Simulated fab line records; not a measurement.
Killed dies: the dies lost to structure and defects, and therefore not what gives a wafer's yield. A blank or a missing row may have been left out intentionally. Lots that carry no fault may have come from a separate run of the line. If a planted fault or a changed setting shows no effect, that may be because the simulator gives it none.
fab line records	flow n5Finfet
[record] lots = 10	wafers = 30	lastDay = 16
route steps=1938 shown BEOL_M5@1161 MIM_BOT_ETCH@1869 PASSIVATION@1909
lots that met no fault: taken from a fault-free run of the same line
startH: the number of hours between the record's first day and the start of the first shown wafer of the lot	waitH: hours from the lot's prior step to this one	" the same as in the row above	L1.1+2: several wafers, shown together as one row	- either no value or no given start	* or withheld: withheld	< > ~ a bound
route shown NAME@n: names a module that has steps shown in the file, with the first one's number in the route	usual: the fault-free wafers' mean and standard deviation	same: alike in all rows	chamber/n: place in a boat	sites: each site's reading	_std_site: standard deviation across them	_edge_site: the outer-site mean with the inner-site mean subtracted	radiusMm: for every site, how far away it sits from the centre of the wafer	mask NAME#n: copy n	behind: tool/chamber where the wafer was last shaped	hold: why the lot went on hold/how many hours it stayed there/how the hold came to an end	device: names the non-switching transistor (n, p or np)	end of line: tests of these same wafers at the route's end	step lacking rows: just its recipe	killed: count of dies lost to structure and defects at first sort (not the wafer's yield)	map: per-die view of a wafer (x killed, . not killed, _ where there is no die)
set.NAME: setting as actually run; set.NAME@STEP: the setting as run at that earlier step	model.NAME: the simulator's own value behind a step, which no gauge read
one table for each step of the route and one row for each wafer, over a sample of lots
services: from which hour (startH, from the record's first day; less than 0 if before it) a tool's chamber was out of use, for how many hours, and why
[[steps]]
[step N5_BEOL_M5_ETCH_41]
[recipe] chemistry = CH3F/O2	target = SiCN	targetDepthA = 315	taperDeg = 2	timeS = 56.7	ionEnergyEv = 120	maskMaterial = TiN	pressureMtorr = 30	sourceW = 395	biasW = 75	Ar_flow_sccm = 150	CH3F_flow_sccm = 30	O2_flow_sccm = 20
[usual] drypumpMotorCurrentA = 5.7/0.44	oesProductAu = 0.77/0.088	rfVppV = 297.9/1.6	showerheadPlenumPTorr = 2.02/0.069	throttleValvePct = 16.40/0.22
lot.wafer	tool	chamber	startH	waitH	drypumpMotorCurrentA	oesProductAu	rfHoursCounterH	rfVppV	showerheadPlenumPTorr	throttleValvePct
L239.3	rieDiel-04	3	195.31	-	6.0	0.69	233	296.7	2.05	16.40
L239.5	"	1	"	"	5.4	0.70	-	298.5	2.05	16.72
L239.6	"	0	"	"	5.3	0.76	-	299.2	2.08	16.45
L240.2	rieDiel-01	2	201.36	-	5.1	0.76	145	298.4	2.10	16.50
L240.4	"	3	"	"	5.9	0.69	233	297.6	1.98	16.36
L240.6	"	2	"	"	5.1	0.76	-	298.7	2.10	16.49
L243.1	rieDiel-04	3	218.20	-	6.0	0.69	240	299.6	2.05	16.42
L243.3	"	2	"	"	5.9	0.83	68	297.5	2.02	16.15
L243.6	"	0	"	"	5.3	0.75	-	299.9	2.08	16.47
L241.2	rieDiel-06	2	218.22	-	4.8	0.91	23	299.7	2.12	16.12
L241.3	"	3	"	"	6.2	0.71	243	296.8	1.97	16.51
L241.6	"	0	"	"	5.6	0.71	-	299.7	2.06	16.54
L245.3	rieDiel-04	3	223.93	-	6.0	0.69	242	298.1	2.05	16.42
L245.4	"	2	"	"	5.9	0.82	70	297.9	2.02	16.15
L245.5	"	1	"	"	5.4	0.70	-	298.2	2.05	16.74
L246.1	rieDiel-04	3	242.53	-	6.0	0.68	247	298.8	2.05	16.42
L246.2	"	2	"	"	5.9	0.82	74	299.2	2.02	16.16
L246.4	"	0	"	"	5.3	0.73	191	298.1	2.08	16.48
L247.2	rieDiel-04	2	247.74	-	5.9	0.81	76	297.1	2.02	16.17
L247.3	"	3	"	"	6.0	0.68	249	297.8	2.05	16.44
L247.5	"	2	"	"	5.9	0.82	-	295.6	2.02	16.17
L248.1	rieDiel-04	0	252.82	-	5.3	0.74	194	298.4	2.08	16.47
L248.4	"	0	"	"	5.3	0.74	-	299.5	2.08	16.50
L248.6	"	2	"	"	5.9	0.81	-	298.2	2.02	16.15
L252.1	rieDiel-04	3	273.88	-	6.0	0.96	0	298.7	2.05	15.89
L252.2	"	0	"	"	5.3	0.73	204	298.7	2.07	16.50
L252.6	"	2	"	"	5.9	0.81	-	298.7	2.02	16.17
L254.1	rieDiel-04	2	289.73	-	5.9	0.81	89	297.8	2.02	16.19
L254.2	"	3	"	"	6.0	0.92	7	300.0	2.05	15.90
L254.6	"	3	"	"	6.0	0.92	-	298.2	2.05	15.91
[step N5_MIM_BOT_ETCH_STRIP_01]
[recipe] chemistry = O2	powerW = 600	tempC = 60	pressureMtorr = 30	rfFrequencyHz = 6e+07	biasPowerW = 0	overashFraction = 0.5	o2FlowSccm = 225
[usual] drypumpMotorCurrentA = 5.8/0.43	oesProductAu = 0.86/0.097	rfVppV = 3.7/1.3	showerheadPlenumPTorr = 2.07/0.076	throttleValvePct = 16.51/0.23
lot.wafer	tool	chamber	startH	waitH	drypumpMotorCurrentA	oesProductAu	rfHoursCounterH	rfVppV	showerheadPlenumPTorr	throttleValvePct
L239.3	rieDiel-03	3	293.23	0.1	5.9	0.70	235	2.7	2.05	16.49
L239.5	"	0	"	"	6.3	0.92	-	3.8	2.06	16.49
L239.6	"	3	"	"	5.9	0.71	-	3.0	2.05	16.48
L240.2	rieDiel-02	0	296.99	0.2	6.3	0.71	187	3.6	1.90	16.81
L240.4	"	2	"	"	5.8	0.89	34	4.1	2.06	16.57
L240.6	"	0	"	"	6.3	0.73	-	3.3	1.90	16.76
L241.2	rieDiel-05	1	317.07	0.3	5.1	0.97	10	2.8	2.16	16.71
L241.3	"	2	"	"	5.5	0.84	70	3.8	2.02	16.35
L241.6	"	0	"	"	5.7	0.96	-	3.0	2.16	16.28
L243.1	rieDiel-05	0	319.50	0.1	5.8	0.97	17	5.5	2.16	16.30
L243.3	"	2	"	"	5.5	0.84	71	3.4	2.02	16.38
L243.6	"	2	"	"	5.5	0.85	-	4.8	2.02	16.35
L245.3	rieDiel-05	2	323.84	0.1	5.5	0.83	73	4.9	2.02	16.39
L245.4	"	0	"	"	5.7	0.95	-	3.3	2.16	16.28
L245.5	"	1	"	"	5.2	0.95	-	3.3	2.16	16.70
L246.1	rieDiel-05	1	338.09	0.1	5.2	0.94	20	3.8	2.16	16.71
L246.2	"	0	"	"	5.8	0.90	26	2.6	2.16	16.34
L246.4	"	1	"	"	5.2	0.93	-	3.7	2.16	16.75
L247.2	rieDiel-02	3	339.87	0.1	5.9	0.78	108	3.3	2.01	16.71
L247.3	"	0	"	"	6.3	0.71	204	3.7	1.89	16.77
L247.5	"	1	"	"	5.4	0.69	-	4.9	2.15	16.70
L248.1	rieDiel-03	0	347.90	0.1	6.3	0.89	40	3.1	2.05	16.55
L248.4	"	1	"	"	6.3	0.73	-	4.4	2.08	16.79
L248.6	"	2	"	"	5.5	0.87	-	3.7	2.03	16.29
L252.1	rieDiel-05	0	374.78	0.2	5.8	0.90	40	1.6	2.15	16.35
L252.2	"	2	"	"	5.5	0.81	92	3.0	2.02	16.40
L252.6	"	2	"	"	5.5	0.83	-	4.1	2.02	16.36
L254.1	rieDiel-03	1	384.92	0.2	6.3	0.71	189	2.4	2.08	16.81
L254.2	"	3	"	"	5.9	0.99	9	4.9	2.04	16.05
L254.6	"	1	"	"	6.3	0.70	-	4.5	2.08	16.85
[step N5_PASSIVATION_AL_ETCH_33]
[recipe] chemistry = Cl2/BCl3	targetDepthA = 28000	overEtchFrac = 0.15	Cl2_flow_sccm = 180	bcl3FlowSccm = 60	target = Al	stopOn = TaN	timeS = 466.7	ionEnergyEv = 100	pressureMtorr = 10	icpW = 900	biasW = 100
[usual] drypumpMotorCurrentA = 5.9/0.36	oesProductAu = 0.67/0.078	throttleValvePct = 34.39/0.27
lot.wafer	tool	chamber	startH	waitH	drypumpMotorCurrentA	oesProductAu	rfHoursCounterH	throttleValvePct
L239.3	rieMetal-03	0	298.04	0.2	5.9	0.72	-	34.57
L239.5	"	1	"	"	6.4	0.61	-	34.51
L239.6	"	0	"	"	6.0	0.72	-	34.57
L240.2	rieMetal-02	0	304.27	0.1	5.7	0.80	8	34.21
L240.4	"	0	"	"	5.7	0.80	-	34.21
L240.6	"	0	"	"	5.7	0.80	-	34.20
L241.2	rieMetal-03	1	322.71	0.1	6.4	0.62	92	34.49
L241.3	"	0	"	"	5.9	0.72	-	34.55
L241.6	"	0	"	"	5.9	0.72	-	34.57
L243.1	rieMetal-02	0	323.04	0.1	5.7	0.78	9	34.22
L243.3	"	1	"	"	5.1	0.61	-	34.79
L243.6	"	0	"	"	5.7	0.79	-	34.21
L245.3	rieMetal-02	1	327.60	0.2	5.1	0.63	-	34.74
L245.4	"	0	"	"	5.7	0.79	-	34.19
L245.5	"	1	"	"	5.1	0.61	-	34.78
L246.1	rieMetal-03	0	342.88	0.1	5.9	0.70	42	34.62
L246.2	"	1	"	"	6.4	0.61	94	34.49
L246.4	"	1	"	"	6.4	0.60	-	34.54
L248.1	rieMetal-03	1	351.14	0.1	6.4	0.60	95	34.54
L248.4	"	0	"	"	5.9	0.71	-	34.56
L248.6	"	0	"	"	5.9	0.71	-	34.57
L247.2	rieMetal-03	0	356.44	0.1	5.9	0.71	44	34.58
L247.3	"	0	"	"	5.9	0.71	-	34.59
L247.5	"	1	"	"	6.5	0.62	-	34.50
L252.1	rieMetal-03	1	377.68	0.1	6.4	0.60	98	34.51
L252.2	"	0	"	"	5.9	0.70	46	34.57
L252.6	"	1	"	"	6.4	0.61	-	34.52
L254.1	rieMetal-01	1	388.66	0.1	6.0	0.59	97	34.03
L254.2	"	1	"	"	5.9	0.59	-	34.06
L254.6	"	1	"	"	5.9	0.58	-	34.06
[step N5_PASSIVATION_DESCUM_46]
[recipe] chemistry = O2	timeS = 7.9	sourcePowerW = 50	biasPowerW = 20	pressureMtorr = 20	rfFrequencyHz = 2.712e+07	tempC = 40	o2FlowSccm = 225
[usual] drypumpMotorCurrentA = 5.9/0.4	oesProductAu = 0.84/0.096	rfVppV = 242.6/1.3	showerheadPlenumPTorr = 2.05/0.076	throttleValvePct = 20.27/0.24
lot.wafer	tool	chamber	startH	waitH	drypumpMotorCurrentA	oesProductAu	rfHoursCounterH	rfVppV	showerheadPlenumPTorr	throttleValvePct
L239.3	rieDiel-02	0	299.57	0.0	6.3	0.71	188	240.9	1.89	20.46
L239.5	"	1	"	"	5.4	0.69	-	246.2	2.15	20.31
L239.6	"	2	"	"	5.8	0.88	-	243.9	2.05	20.40
L240.2	rieDiel-05	2	306.36	0.3	5.5	0.85	65	242.1	2.02	20.09
L240.4	"	2	"	"	5.5	0.85	-	242.0	2.02	20.08
L240.6	"	1	"	"	5.1	0.97	-	243.5	2.16	20.52
L241.2	rieDiel-05	1	324.59	0.0	5.1	0.96	13	244.5	2.16	20.53
L241.3	"	2	"	"	5.5	0.85	73	241.4	2.02	20.10
L241.6	"	1	"	"	5.2	0.95	-	244.0	2.16	20.55
L243.1	rieDiel-03	2	325.25	0.5	5.4	0.91	39	242.4	2.03	20.02
L243.3	"	3	"	"	5.9	0.69	246	242.3	2.04	20.10
L243.6	"	2	"	"	5.5	0.90	-	244.0	2.03	20.01
L245.3	rieDiel-03	1	329.11	0.0	6.4	0.73	172	243.3	2.08	20.51
L245.4	"	2	"	"	5.5	0.90	41	242.1	2.03	20.00
L245.5	"	3	"	"	5.9	0.69	-	242.5	2.04	20.11
L246.1	rieDiel-05	1	344.89	0.3	5.1	0.93	23	245.1	2.15	20.55
L246.2	"	2	"	"	5.5	0.83	80	242.9	2.02	20.11
L246.4	"	3	"	"	6.5	0.95	7	243.7	2.14	20.38
L248.1	rieDiel-03	1	352.90	0.0	6.3	0.73	182	241.4	2.08	20.52
L248.4	"	2	"	"	5.5	0.88	51	242.5	2.02	20.01
L248.6	"	2	"	"	5.5	0.87	-	241.6	2.02	20.03
L247.2	rieDiel-02	3	358.22	0.0	5.9	0.77	116	243.0	2.00	20.50
L247.3	"	2	"	"	5.8	0.84	60	242.3	2.04	20.44
L247.5	"	3	"	"	5.9	0.76	-	241.0	2.00	20.50
L252.1	rieDiel-05	1	379.33	0.0	5.1	0.91	35	243.7	2.15	20.57
L252.2	"	3	"	"	6.5	0.92	19	243.4	2.14	20.36
L252.6	"	0	"	"	5.7	0.90	-	243.8	2.15	20.14
L254.1	rieDiel-03	3	391.26	0.1	6.0	0.96	13	243.8	2.03	19.79
L254.2	"	2	"	"	5.5	0.86	65	242.8	2.02	20.05
L254.6	"	3	"	"	5.9	0.96	-	242.4	2.03	19.80
[step N5_PASSIVATION_PROBE_49]
[usual] defectLimitedYield = 91.3/1.3	killed_at_M0_to_M3 = 35/9.3	killed_at_M4_up = 14/5.2	killedAtContacts = 12/5.9	killedAtFrontEnd = 38/11	killedAtOther = 4/3.7	killedDies = 103/15	killedOnRim = 14/4	killedOpen = 67/12	killedShort = 34/8	sort_bin_5_function = 5.1/0.88	sort_bin_6_memory = 3.3/0.65	sort_bin_8_speed = 0.00/0.03	sortNPass = 1077/15	sortYieldPct = 91.3/1.3
[same] grossDies = 1180	killedAtBackSide = 0	sort_bin_4_leakage[%] = 0
lot.wafer	tool	chamber	startH	waitH	defectLimitedYield[%]	killed_at_M0_to_M3	killed_at_M4_up	killedAtContacts	killedAtFrontEnd	killedAtOther	killedDies	killedOnRim	killedOpen	killedShort	sort_bin_5_function[%]	sort_bin_6_memory[%]	sort_bin_8_speed[%]	sortNPass	sortYieldPct[%]
L239.3	prober-02	-	302.71	0.1	91.2	40	20	13	29	2	104	17	71	32	4.9	3.6	0	1076	91.2
L239.5	prober-02	-	302.81	0.2	91.0	32	15	30	27	2	106	14	67	38	5.7	3.2	0	1074	91.0
L239.6	prober-02	-	302.86	0.3	90.0	49	13	15	41	0	118	19	72	45	6.4	3.2	0	1062	90.0
L243.1	prober-02	-	328.49	0.0	91.0	29	19	25	32	1	106	18	76	30	5.9	3.1	0	1074	91.0
L243.3	prober-02	-	328.59	0.1	90.6	33	21	25	30	2	111	8	75	35	5.5	3.6	0	1069	90.6
L243.6	prober-02	-	328.74	0.3	90.0	34	19	29	35	1	118	20	82	33	5.9	3.8	0	1062	90.0
L241.2	prober-01	-	328.52	0.1	89.7	45	11	13	53	0	122	17	80	40	4.8	5.2	0	1058	89.7
L245.4	prober-01	-	332.31	0.2	90.7	35	5	6	64	0	110	15	67	35	5.2	3.2	0	1070	90.7
L245.5	prober-01	-	332.36	0.2	90.8	35	10	12	50	1	108	12	71	31	4.7	3.8	0	1072	90.8
L252.1	prober-02	-	382.58	0.0	87.5	50	15	19	59	5	148	17	92	53	7.0	4.9	0.08	1032	87.5
L252.2	prober-02	-	382.63	0.1	92.1	33	12	7	35	6	93	12	64	29	4.7	2.9	0	1087	92.1
L252.6	prober-02	-	382.83	0.3	83.3	41	104	5	43	4	197	31	61	37	10.7	4.1	0	983	83.3
L254.1	prober-02	-	394.32	0.0	82.6	32	110	14	42	7	205	31	78	30	10.6	4.6	0	975	82.6
L254.2	prober-02	-	394.37	0.1	90.7	30	11	14	50	5	110	11	75	34	5.0	3.8	0	1070	90.7
L254.6	prober-02	-	394.57	0.3	89.9	42	19	12	39	7	119	21	88	28	6.4	3.4	0	1061	89.9
// killed by level:class
L239.3 BEOL_M4:geometricParticle:open=12 MOL_CONTACT_COAG:geometricParticle:open=11 BEOL_M2:geometricParticle:open=9 BEOL_M1:geometricParticle:short=8 BEOL_M0_SAQP:geometricParticle:open=7 FIN_SAQP:geometricParticle:open=5 STI_FIN_REVEAL:geometricParticle:open=5 BEOL_M0_SAQP:geometricParticle:short=5
L239.5 MOL_CONTACT_COAG:geometricParticle:open=19 MOL_CONTACT_COAG:geometricParticle:short=11 STI_FIN_REVEAL:geometricParticle:open=7 BEOL_M4:geometricParticle:short=7 BEOL_M0_SAQP:geometricParticle:open=6 BEOL_M2:geometricParticle:open=6 FIN_SAQP:geometricParticle:open=5 BEOL_M0:geometricParticle:open=4
L239.6 BEOL_M0_SAQP:geometricParticle:open=13 MOL_CONTACT_COAG:geometricParticle:open=12 BEOL_M0_SAQP:geometricParticle:short=12 FIN_SAQP:geometricParticle:short=11 BEOL_M3:geometricParticle:open=10 BEOL_M2:geometricParticle:open=9 DUMMY_GATE:geometricParticle:open=7 GATE_CUT:geometricParticle:open=5
L243.1 MOL_CONTACT_COAG:geometricParticle:open=24 BEOL_M4:geometricParticle:open=11 BEOL_M3:geometricParticle:open=10 STI_FIN_REVEAL:geometricParticle:open=8 GATE_CUT:geometricParticle:short=8 BEOL_M0_SAQP:geometricParticle:open=4 BEOL_M3:geometricParticle:short=4 FIN_SAQP:geometricParticle:short=3
L241.2 BEOL_M3:geometricParticle:open=21 MOL_CONTACT_COAG:geometricParticle:open=10 DUMMY_GATE:geometricParticle:open=9 FIN_SAQP:geometricParticle:open=8 FIN_SAQP:geometricParticle:short=8 BEOL_M0_SAQP:geometricParticle:open=7 BEOL_M3:geometricParticle:short=6 GATE_CUT:geometricParticle:short=5
L243.3 MOL_CONTACT_COAG:geometricParticle:open=22 BEOL_M4:geometricParticle:open=15 BEOL_M0_SAQP:geometricParticle:short=8 BEOL_M3:geometricParticle:open=8 STI_FIN_REVEAL:geometricParticle:open=6 BEOL_M0:geometricParticle:short=6 DUMMY_GATE:geometricParticle:open=5 FIN_SAQP:geometricParticle:short=4
L243.6 MOL_CONTACT_COAG:geometricParticle:open=28 STI_FIN_REVEAL:geometricParticle:open=11 BEOL_M4:geometricParticle:open=11 STI_FIN_REVEAL:geometricParticle:short=7 BEOL_M3:geometricParticle:open=6 BEOL_M0_SAQP:geometricParticle:open=5 BEOL_M0_SAQP:geometricParticle:short=5 BEOL_M0:geometricParticle:short=5
L245.4 FIN_SAQP:geometricParticle:open=19 STI_FIN_REVEAL:geometricParticle:open=15 BEOL_M0_SAQP:geometricParticle:short=9 BEOL_M1:geometricParticle:open=8 FIN_SAQP:geometricParticle:short=6 GATE_CUT:geometricParticle:short=6 BEOL_M3:geometricParticle:open=6 HKMG_FIN:areaEtch=6
L245.5 BEOL_M3:geometricParticle:open=14 FIN_SAQP:geometricParticle:open=12 STI_FIN_REVEAL:geometricParticle:open=11 MOL_CONTACT_COAG:geometricParticle:open=10 FIN_SAQP:geometricParticle:short=7 BEOL_M0_SAQP:geometricParticle:open=7 GATE_CUT:geometricParticle:short=4 BEOL_M2:geometricParticle:open=4
L252.1 BEOL_M0_SAQP:geometricParticle:short=18 STI_FIN_REVEAL:geometricParticle:open=16 MOL_CONTACT_COAG:geometricParticle:open=16 FIN_SAQP:geometricParticle:open=13 BEOL_M0_SAQP:geometricParticle:open=13 FIN_SAQP:geometricParticle:short=10 BEOL_M3:geometricParticle:open=9 BEOL_M4:geometricParticle:open=5
L252.2 BEOL_M0_SAQP:geometricParticle:open=11 BEOL_M1:geometricParticle:open=10 FIN_SAQP:geometricParticle:open=9 FIN_SAQP:geometricParticle:short=8 BEOL_M0_SAQP:geometricParticle:short=8 MOL_CONTACT_COAG:geometricParticle:open=6 STI_FIN_REVEAL:geometricParticle:open=4 BEOL_M4:geometricParticle:open=3
L252.6 BEOL_M5:unspecified=97 BEOL_M0_SAQP:geometricParticle:short=16 BEOL_M0_SAQP:geometricParticle:open=11 FIN_SAQP:geometricParticle:open=10 BEOL_M3:geometricParticle:open=10 GATE_CUT:geometricParticle:short=7 STI_FIN_REVEAL:geometricParticle:open=6 ILD0:geometricParticle:open=4
L254.1 BEOL_M5:unspecified=96 MOL_CONTACT_COAG:geometricParticle:open=10 FIN_SAQP:geometricParticle:open=9 DUMMY_GATE:geometricParticle:open=9 STI_FIN_REVEAL:geometricParticle:open=8 BEOL_M0:geometricParticle:open=8 BEOL_M0_SAQP:geometricParticle:open=5 BEOL_M2:geometricParticle:open=5
L254.2 STI_FIN_REVEAL:geometricParticle:open=16 MOL_CONTACT_COAG:geometricParticle:open=10 BEOL_M2:geometricParticle:open=10 DUMMY_GATE:geometricParticle:open=8 FIN_SAQP:geometricParticle:short=6 BEOL_M5:geometricParticle:open=5 GATE_CUT:geometricParticle:short=4 MOL_CONTACT_COAG:geometricParticle:short=4
L254.6 BEOL_M0_SAQP:geometricParticle:open=14 DUMMY_GATE:geometricParticle:open=11 MOL_CONTACT_COAG:geometricParticle:open=10 STI_FIN_REVEAL:geometricParticle:open=8 BEOL_M5:geometricParticle:open=7 FIN_SAQP:geometricParticle:open=6 BEOL_M2:geometricParticle:open=6 BEOL_M3:geometricParticle:open=5
[[services]]
tool	chamber	startH	hours	kind
rieMetal-03	-	174.36	2.8	pm
rieMetal-02	-	176.93	2.8	pm
rieMetal-02	0	181.74	5.7	repair
rieMetal-02	1	183.45	6.3	repair
rieMetal-03	-	195.21	10.0	pm
rieMetal-03	-	209.18	0.2	repair
rieDiel-03	1	217.32	3.5	repair
rieMetal-03	-	240.62	28.1	pm
rieDiel-05	3	253.97	1.8	repair
rieDiel-02	1	259.41	3.0	repair
rieDiel-02	0	272.35	6.4	repair
rieDiel-03	3	272.91	8.3	repair
rieDiel-03	2	308.08	2.5	repair
rieDiel-03	3	308.34	5.9	repair
rieDiel-03	1	314.59	8.3	repair
rieDiel-05	2	335.38	4.5	repair
rieDiel-02	1	349.06	28.8	repair
rieDiel-04	1	357.76	5.1	repair
rieDiel-03	1	370.41	3.2	repair
rieDiel-03	3	376.39	2.1	repair
rieDiel-03	0	382.97	3.4	repair
rieDiel-03	1	385.29	21.7	repair
rieDiel-05	1	385.92	10.7	repair
rieMetal-03	1	390.53	20.3	repair
[[key]]
[firstSign] step = N5_PASSIVATION_PROBE_49	reading = killed_at_M4_up	direction = up	sigmas = 18	usual = 14	struck = 107
[effect] step = N5_PASSIVATION_PROBE_49	reading = killedDies	direction = up	sigmas = 6.4	usual = 103	struck = 201
[moreKillsBornAt] N5_BEOL_M5_ETCH_41@rieDiel-04 = 193
metAt N5_BEOL_M5_ETCH_41
struckLots L252,L254
struckWafers L252.6,L254.1
notActingAt N5_MIM_BOT_ETCH_STRIP_01,N5_PASSIVATION_AL_ETCH_33,N5_PASSIVATION_DESCUM_46
onsetBetween 252.82 273.88
[fault] kind = chamberParticleSource	tool = rieDiel-04	chamber = 2	onsetH = 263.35	steps = N5_BEOL_M5_ETCH_41	ratePerVisitCm2 = 0.96861	endH = 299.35
